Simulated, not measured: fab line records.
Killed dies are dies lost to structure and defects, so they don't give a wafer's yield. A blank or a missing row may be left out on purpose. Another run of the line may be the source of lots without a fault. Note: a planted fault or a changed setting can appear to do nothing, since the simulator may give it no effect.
fab line records	flow n5_finfet	part 1 of 2: steps 1 to 3 of 6
record: lots: 24	wafers: 72	last_day: 17
route steps=1938 shown BEOL_M13@1659 BEOL_M14@1726
lots that met no fault: from a run of the same line without faults
start_h: start of the lot's first displayed wafer, in hours after the record's first day	wait_h: hours since the lot's step before	" unchanged from the row above	L1.1+2: one row covering several wafers at once	- no value, or no start was given	* or withheld: withheld	< > ~ a bound
route shown NAME@n: NAME is a module with steps in the file, n the number in the route of the first one	usual: the fault-free wafers' mean and standard deviation	same: alike in all rows	chamber/n: place in a boat	sites: the reading at each site	_std_site: standard deviation across them	_edge_site: outer sites' mean less inner sites'	radius_mm: for every site, how far away it sits from the centre of the wafer	mask NAME#n: copy n	behind: the last tool/chamber to shape the wafer	hold: reason for holding the lot/hours on hold/outcome of the hold	device: whichever transistor did not switch (one of n, p or np)	end of line: the same wafers' tests at the end of the route	a step given without rows: its recipe and nothing more	killed: count of dies lost to structure and defects at first sort (not the wafer's yield)	map: a wafer's dies, marking killed ones x, the rest . and places with no die _
set.NAME: the setting that was run; set.NAME@STEP: the one run at that earlier step	model.NAME: the simulator's own value behind a step, which no gauge read
one table for each step of the route and one row for each wafer, over a sample of lots
services: when a tool's chamber went out of use (start_h, in hours from the record's first day, below 0 if earlier), for how many hours, and the reason
== steps ==
step: N5_BEOL_M13_ILD_DEP_00
recipe: material: SiOC	target_thk_a: 8379.2	temp_c: 350	precursor: DEMS/O2	pressure_torr: 5	rf_w: 500	time_s: 166.4
usual: heater_power_w: 485/59	showerhead_plenum_p_Torr: 5.703/0.018	throttle_valve_pct: 12.0/0.69
lot.wafer	tool	chamber	start_h	wait_h	heater_power_w	showerhead_plenum_p_Torr	throttle_valve_pct
L074.1	pecvd-04	2	235.08	0.0	541	5.693	11.1
L074.2	"	0	"	"	456	5.685	12.5
L074.3	"	1	"	"	550	5.708	11.7
L075.1	pecvd-04	0	242.83	0.0	429	5.686	12.6
L075.3	"	2	"	"	596	5.688	11.4
L075.5	"	2	"	"	467	5.689	11.1
L076.1	pecvd-03	2	263.88	0.0	465	5.671	10.6
L076.4	"	0	"	"	575	5.736	12.2
L076.5	"	2	"	"	489	5.685	11.0
L078.1	pecvd-03	0	266.46	0.0	537	5.723	12.3
L078.5	"	0	"	"	565	5.738	12.1
L078.6	"	2	"	"	487	5.699	11.3
L077.1	pecvd-01	0	266.73	0.0	439	5.685	12.8
L077.3	"	2	"	"	416	5.694	11.0
L077.5	"	0	"	"	347	5.686	12.5
L079.1	pecvd-01	0	273.43	0.0	366	5.698	12.7
L079.3	"	2	"	"	406	5.707	11.2
L079.5	"	0	"	"	398	5.688	12.8
L080.2	pecvd-04	1	281.76	0.0	490	5.732	11.4
L080.3	"	2	"	"	559	5.689	11.5
L080.6	"	2	"	"	579	5.693	11.4
L081.1	pecvd-03	2	282.03	0.0	509	5.687	11.1
L081.3	"	2	"	"	409	5.679	11.1
L081.5	"	1	"	"	509	5.725	12.8
L082.2	pecvd-04	0	282.73	0.0	402	5.691	13.0
L082.3	"	2	"	"	483	5.684	11.4
L082.5	"	2	"	"	517	5.678	11.3
L083.2	pecvd-03	2	294.43	0.0	503	5.685	11.0
L083.3	"	1	"	"	502	5.719	12.6
L083.6	"	1	"	"	404	5.714	12.9
L086.1	pecvd-03	2	311.10	0.0	486	5.681	11.1
L086.3	"	0	"	"	471	5.718	12.7
L086.4	"	0	"	"	523	5.728	12.5
L085.2	pecvd-03	0	315.03	0.0	546	5.737	12.8
L085.3	"	1	"	"	426	5.716	12.7
L085.4	"	0	"	"	572	5.717	12.6
L084.1	pecvd-04	2	315.94	0.0	550	5.689	11.4
L084.5	"	2	"	"	567	5.693	11.1
L084.6	"	1	"	"	546	5.708	11.7
L087.2	pecvd-04	0	319.36	0.0	414	5.687	12.6
L087.3	"	1	"	"	538	5.713	11.8
L087.5	"	1	"	"	547	5.706	11.7
L088.2	pecvd-03	1	323.48	0.0	459	5.721	12.8
L088.3	"	0	"	"	478	5.718	12.6
L088.5	"	1	"	"	470	5.713	12.8
L090.1	pecvd-03	1	341.93	0.0	403	5.725	12.6
L090.5	"	0	"	"	582	5.719	12.6
L090.6	"	2	"	"	490	5.691	11.4
L089.1	pecvd-03	2	342.20	0.0	499	5.691	11.2
L089.2	"	0	"	"	526	5.714	12.4
L089.3	"	1	"	"	422	5.720	12.6
L092.1	pecvd-04	0	345.20	0.0	448	5.688	12.7
L092.2	"	2	"	"	511	5.687	11.2
L092.4	"	2	"	"	541	5.710	11.2
L091.1	pecvd-04	0	347.80	0.0	390	5.687	12.4
L091.3	"	2	"	"	567	5.690	11.4
L091.6	"	2	"	"	453	5.693	11.5
L094.2	pecvd-04	1	360.71	0.0	537	5.719	11.5
L094.5	"	2	"	"	608	5.687	11.4
L094.6	"	0	"	"	461	5.679	12.7
L093.3	pecvd-03	0	363.27	0.1	541	5.725	12.8
L093.5	"	0	"	"	486	5.712	12.6
L093.6	"	1	"	"	507	5.715	12.7
L095.1	pecvd-03	0	368.24	0.0	587	5.721	12.6
L095.2	"	1	"	"	461	5.733	12.7
L095.4	"	0	"	"	461	5.727	12.7
L096.4	pecvd-01	0	373.72	0.1	438	5.695	12.7
L096.5	"	2	"	"	351	5.698	11.1
L096.6	"	1	"	"	464	5.702	11.7
L097.1	pecvd-04	2	378.48	0.0	563	5.687	11.1
L097.2	"	1	"	"	568	5.719	11.4
L097.6	"	2	"	"	575	5.677	11.4
step: N5_BEOL_M13_DESCUM_15
recipe: chemistry: O2	time_s: 7.9	source_power_w: 50	bias_power_w: 20	pressure_mtorr: 20	rf_frequency_hz: 2.712e+07	temp_c: 40	o2_flow_sccm: 225
usual: chamber_pressure_mTorr: 19.999/0.016	drypump_motor_current_A: 5.9/0.51	oes_product_au: 0.75/0.089	rf_vpp_V: 243.3/1.5	showerhead_plenum_p_Torr: 2.10/0.082	throttle_valve_pct: 20.43/0.19
lot.wafer	tool	chamber	start_h	wait_h	chamber_pressure_mTorr	drypump_motor_current_A	oes_product_au	rf_hours_counter_h	rf_vpp_V	showerhead_plenum_p_Torr	throttle_valve_pct
L074.1	rie_diel-04	2	236.01	0.4	19.970	5.4	0.74	168	243.1	2.08	20.37
L074.2	"	3	"	"	20.042	5.9	0.70	194	245.9	2.18	20.56
L074.3	"	0	"	"	19.989	6.3	0.71	229	241.1	1.96	20.60
L075.1	rie_diel-02	3	243.37	0.0	19.999	6.6	0.93	14	244.0	2.16	20.44
L075.3	"	2	"	"	20.022	6.1	0.72	180	243.1	2.07	20.26
L075.5	"	3	"	"	19.996	6.6	0.95	-	242.3	2.16	20.45
L076.1	rie_diel-03	3	264.42	0.0	20.039	5.3	0.71	200	241.7	1.99	20.67
L076.4	"	0	"	"	19.978	5.9	0.96	4	244.9	2.22	20.07
L076.5	"	0	"	"	19.990	5.9	0.97	-	245.0	2.22	20.09
L078.1	rie_diel-02	0	267.13	0.0	19.996	5.1	0.78	128	244.6	2.20	20.39
L078.5	"	3	"	"	20.020	6.6	0.93	-	244.1	2.16	20.46
L078.6	"	2	"	"	19.991	6.1	0.71	-	243.7	2.07	20.27
L077.1	rie_diel-03	0	267.40	0.0	20.005	5.9	0.96	5	245.2	2.22	20.08
L077.3	"	3	"	"	19.992	5.3	0.71	200	241.6	1.99	20.66
L077.5	"	3	"	"	20.002	5.3	0.72	-	241.2	1.99	20.66
L079.1	rie_diel-02	1	273.97	0.0	19.991	6.2	0.73	176	240.8	1.99	20.32
L079.3	"	3	"	"	20.001	6.6	0.91	22	243.2	2.16	20.47
L079.5	"	1	"	"	19.975	6.2	0.73	-	241.2	1.99	20.32
L080.2	rie_diel-03	0	282.30	0.0	20.010	5.9	0.94	10	243.8	2.21	20.06
L080.3	"	3	"	"	20.000	5.3	0.71	205	240.3	1.99	20.69
L080.6	"	2	"	"	20.015	5.3	0.70	-	243.2	2.07	20.27
L081.1	rie_diel-03	3	282.76	0.0	20.005	5.3	0.71	205	240.3	1.99	20.67
L081.3	"	0	"	"	20.018	5.9	0.95	10	245.5	2.21	20.08
L081.5	"	3	"	"	20.025	5.3	0.72	-	242.8	1.99	20.66
L082.2	rie_diel-02	1	283.28	0.0	20.001	6.1	0.72	179	238.8	1.99	20.31
L082.3	"	2	"	"	19.997	6.1	0.71	192	243.0	2.07	20.27
L082.5	"	0	"	"	20.006	5.1	0.78	-	245.7	2.20	20.40
L083.2	rie_diel-04	3	295.17	0.0	19.984	6.0	0.69	213	244.4	2.18	20.57
L083.3	"	1	"	"	20.019	6.1	0.69	194	245.0	2.16	20.49
L083.6	"	2	"	"	20.016	5.4	0.73	-	244.1	2.08	20.40
L086.1	rie_diel-03	2	311.65	0.0	19.995	5.3	0.69	238	242.2	2.06	20.28
L086.3	"	3	"	"	19.992	5.3	0.70	213	241.5	1.99	20.69
L086.4	"	0	"	"	19.993	5.9	0.91	18	246.0	2.21	20.10
L085.2	rie_diel-02	3	315.58	0.0	20.026	6.6	0.90	33	244.7	2.16	20.46
L085.3	"	1	"	"	19.988	6.1	0.71	188	242.7	1.99	20.32
L085.4	"	2	"	"	20.044	6.1	0.70	202	243.1	2.06	20.30
L084.1	rie_diel-04	1	316.49	0.0	20.003	6.0	0.69	202	243.7	2.15	20.50
L084.5	"	3	"	"	20.004	6.0	0.68	-	243.1	2.17	20.61
L084.6	"	1	"	"	20.003	6.0	0.69	-	244.3	2.15	20.48
L087.2	rie_diel-03	2	319.91	0.0	20.020	5.3	0.69	241	244.1	2.06	20.30
L087.3	"	1	"	"	19.993	6.5	0.69	227	241.8	2.09	20.79
L087.5	"	2	"	"	20.006	5.3	0.68	-	243.8	2.06	20.29
L088.2	rie_diel-02	1	324.03	0.0	19.984	6.1	0.72	190	241.8	1.99	20.34
L088.3	"	0	"	"	19.998	5.1	0.77	144	243.4	2.19	20.41
L088.5	"	1	"	"	19.995	6.2	0.72	-	243.2	1.99	20.34
L090.1	rie_diel-03	0	342.47	0.0	19.972	5.9	0.90	29	244.1	2.21	20.11
L090.5	"	3	"	"	19.998	5.3	0.69	-	241.7	1.98	20.70
L090.6	"	0	"	"	19.980	5.9	0.89	-	245.7	2.21	20.12
L089.1	rie_diel-02	1	342.77	0.0	20.008	6.2	0.71	192	241.8	1.99	20.32
L089.2	"	2	"	"	20.010	6.1	0.69	212	242.9	2.06	20.31
L089.3	"	0	"	"	19.988	5.1	0.77	147	246.1	2.19	20.41
L092.1	rie_diel-02	1	354.79	0.1	19.992	6.2	0.71	195	241.0	1.99	20.34
L092.2	"	2	"	"	20.004	6.2	0.70	216	243.5	2.06	20.32
L092.4	"	3	"	"	19.983	6.6	0.88	47	243.9	2.15	20.49
L091.1	rie_diel-02	1	355.13	0.3	20.014	6.2	0.72	195	242.1	1.99	20.34
L091.3	"	3	"	"	20.012	6.6	0.87	47	244.5	2.15	20.49
L091.6	"	3	"	"	20.018	6.6	0.87	-	244.4	2.15	20.51
L094.2	rie_diel-02	1	361.26	0.0	19.986	6.2	0.72	197	240.5	1.99	20.35
L094.5	"	1	"	"	19.990	6.2	0.72	-	242.6	1.98	20.35
L094.6	"	0	"	"	19.989	5.1	0.75	-	243.7	2.19	20.42
L093.3	rie_diel-03	1	363.94	0.0	20.009	6.5	0.68	243	243.0	2.09	20.84
L093.5	"	1	"	"	19.976	6.5	0.68	-	240.8	2.09	20.83
L093.6	"	2	"	"	19.953	5.3	0.67	-	244.1	2.06	20.32
L095.1	rie_diel-03	1	368.89	0.1	20.000	6.5	0.67	246	243.1	2.09	20.83
L095.2	"	3	"	"	19.997	5.3	0.69	228	242.3	1.98	20.70
L095.4	"	0	"	"	19.977	5.9	0.88	-	247.0	2.20	20.13
L096.4	rie_diel-04	1	374.20	0.0	20.008	6.0	0.67	217	243.4	2.15	20.52
L096.5	"	3	"	"	20.056	5.9	0.66	-	246.1	2.17	20.62
L096.6	"	2	"	"	20.006	5.4	0.72	-	244.9	2.07	20.46
L097.1	rie_diel-04	1	379.68	0.7	19.977	6.0	0.67	220	244.2	2.15	20.53
L097.2	"	2	"	"	19.988	5.4	0.70	207	243.3	2.07	20.42
L097.6	"	3	"	"	20.003	5.9	0.66	-	243.9	2.17	20.62
step: N5_BEOL_M13_STRIP_63
recipe: chemistry: N2/H2	power_w: 1000	temp_c: 250	h2_frac: 0.65	overash_fraction: 0.3	pressure_mtorr: 1000	n2_flow_sccm: 1750	h2_flow_sccm: 3250
usual: chamber_pressure_mTorr: 1000.1/0.98	drypump_motor_current_A: 5.9/0.35	heater_power_w: 338/24	oes_product_au: 0.675/0.0057	strip_time_to_endpoint_s: 28.2/1.3
lot.wafer	tool	chamber	start_h	wait_h	chamber_pressure_mTorr	drypump_motor_current_A	heater_power_w	oes_product_au	rf_hours_counter_h	strip_time_to_endpoint_s
L074.1	plasma_asher-02	0	236.34	-	1000.3	6.2	355	0.670	67	28.4
L074.2	"	1	"	"	1001.1	6.0	344	0.681	67	26.8
L074.3	"	1	"	"	998.9	6.0	327	0.677	-	27.0
L075.1	plasma_asher-02	1	243.69	-	999.2	6.0	330	0.676	68	28.6
L075.3	"	0	"	"	999.1	6.2	347	0.666	-	27.8
L075.5	"	1	"	"	999.1	6.0	332	0.667	-	26.6
L076.1	plasma_asher-02	1	264.74	-	999.4	6.0	333	0.679	74	31.2
L076.4	"	1	"	"	1000.6	6.0	323	0.667	-	28.1
L076.5	"	0	"	"	999.7	6.2	348	0.674	-	28.7
L078.1	plasma_asher-01	0	267.45	-	1002.1	5.3	365	0.673	121	29.7
L078.5	"	0	"	"	1000.9	5.2	367	0.672	-	27.8
L078.6	"	1	"	"	1000.6	6.0	295	0.676	-	29.0
L077.1	plasma_asher-01	0	267.72	-	1001.1	5.2	366	0.674	121	28.7
L077.3	"	0	"	"	998.6	5.3	359	0.677	-	30.0
L077.5	"	0	"	"	999.1	5.2	361	0.687	-	27.9
L079.1	plasma_asher-01	1	274.30	-	1001.2	6.1	304	0.675	121	29.0
L079.3	"	1	"	"	999.1	6.0	302	0.674	-	28.8
L079.5	"	1	"	"	1000.0	6.1	295	0.675	-	27.4
L080.2	plasma_asher-02	0	282.63	-	1000.1	6.2	351	0.673	77	27.5
L080.3	"	0	"	"	1000.7	6.2	346	0.681	-	28.9
L080.6	"	0	"	"	999.8	6.2	350	0.672	-	27.6
L081.1	plasma_asher-01	1	283.09	-	1000.1	6.0	295	0.676	123	30.4
L081.3	"	1	"	"	1000.0	6.0	304	0.682	-	29.0
L081.5	"	1	"	"	998.9	6.0	295	0.675	-	28.9
L082.2	plasma_asher-01	1	283.61	-	1000.0	6.1	285	0.676	123	27.6
L082.3	"	0	"	"	1003.0	5.2	361	0.678	-	29.0
L082.5	"	0	"	"	1000.1	5.3	372	0.672	-	27.3
L083.2	plasma_asher-02	1	295.49	-	998.7	6.0	346	0.669	81	29.5
L083.3	"	0	"	"	998.3	6.2	356	0.671	-	27.1
L083.6	"	0	"	"	999.9	6.2	349	0.688	-	28.0
L086.1	plasma_asher-01	0	311.97	-	1000.9	5.3	361	0.680	129	29.0
L086.3	"	0	"	"	999.2	5.2	362	0.684	-	30.8
L086.4	"	1	"	"	999.3	6.0	305	0.667	-	28.6
L085.2	plasma_asher-02	0	315.90	-	1000.0	6.2	351	0.678	86	29.6
L085.3	"	0	"	"	997.2	6.2	352	0.671	-	29.3
L085.4	"	1	"	"	1002.1	6.0	334	0.689	-	28.8
L084.1	plasma_asher-02	1	316.96	-	1001.9	6.0	338	0.685	86	29.2
L084.5	"	0	"	"	1001.6	6.2	351	0.681	-	28.0
L084.6	"	1	"	"	999.7	6.0	342	0.675	-	27.2
L087.2	plasma_asher-02	1	320.23	-	1002.0	6.0	337	0.685	87	28.1
L087.3	"	0	"	"	999.3	6.2	348	0.678	-	27.3
L087.5	"	0	"	"	999.7	6.2	345	0.666	-	24.9
L088.2	plasma_asher-02	0	324.35	-	999.4	6.2	357	0.678	88	28.8
L088.3	"	0	"	"	1000.4	6.2	349	0.669	-	30.5
L088.5	"	1	"	"	1000.1	6.0	331	0.675	-	28.4
L090.1	plasma_asher-02	1	342.79	-	999.5	6.0	332	0.680	92	29.5
L090.5	"	0	"	"	999.1	6.2	351	0.685	-	29.0
L090.6	"	1	"	"	998.8	6.0	333	0.678	-	29.2
L089.1	plasma_asher-02	0	343.09	-	1001.5	6.2	357	0.674	92	30.3
L089.2	"	1	"	"	1001.5	6.0	339	0.673	92	29.6
L089.3	"	0	"	"	998.9	6.2	349	0.674	-	29.7
L092.1	plasma_asher-02	0	355.12	-	1000.2	6.2	351	0.679	94	28.6
L092.2	"	1	"	"	998.7	6.0	336	0.681	94	29.7
L092.4	"	0	"	"	999.7	6.2	354	0.675	-	26.7
L091.1	plasma_asher-02	1	355.46	-	999.5	6.0	340	0.674	94	28.5
L091.3	"	1	"	"	1001.0	6.0	339	0.674	-	29.4
L091.6	"	0	"	"	1000.9	6.2	344	0.674	-	28.4
L094.2	plasma_asher-01	1	361.58	-	1000.0	6.0	304	0.678	138	27.6
L094.5	"	1	"	"	1001.1	6.1	293	0.669	-	27.4
L094.6	"	0	"	"	1000.2	5.2	358	0.676	-	26.2
L093.3	plasma_asher-02	0	364.28	-	1000.7	6.2	353	0.682	-	28.4
L093.5	"	1	"	"	999.5	6.0	331	0.680	-	28.9
L093.6	"	0	"	"	1001.1	6.2	354	0.669	-	28.8
L095.1	plasma_asher-01	1	369.21	-	1000.9	6.0	292	0.674	140	29.1
L095.2	"	0	"	"	998.4	5.3	368	0.674	140	29.8
L095.4	"	1	"	"	999.6	6.0	296	0.672	-	28.4
L096.4	plasma_asher-01	1	374.54	-	999.7	6.0	300	0.672	-	24.9
L096.5	"	1	"	"	1000.8	6.0	305	0.667	-	25.4
L096.6	"	0	"	"	999.8	5.2	361	0.670	-	25.3
L097.1	plasma_asher-01	1	380.01	-	998.9	6.0	296	0.682	141	28.3
L097.2	"	0	"	"	1000.7	5.2	364	0.671	141	27.7
L097.6	"	1	"	"	999.2	6.0	298	0.673	-	27.4
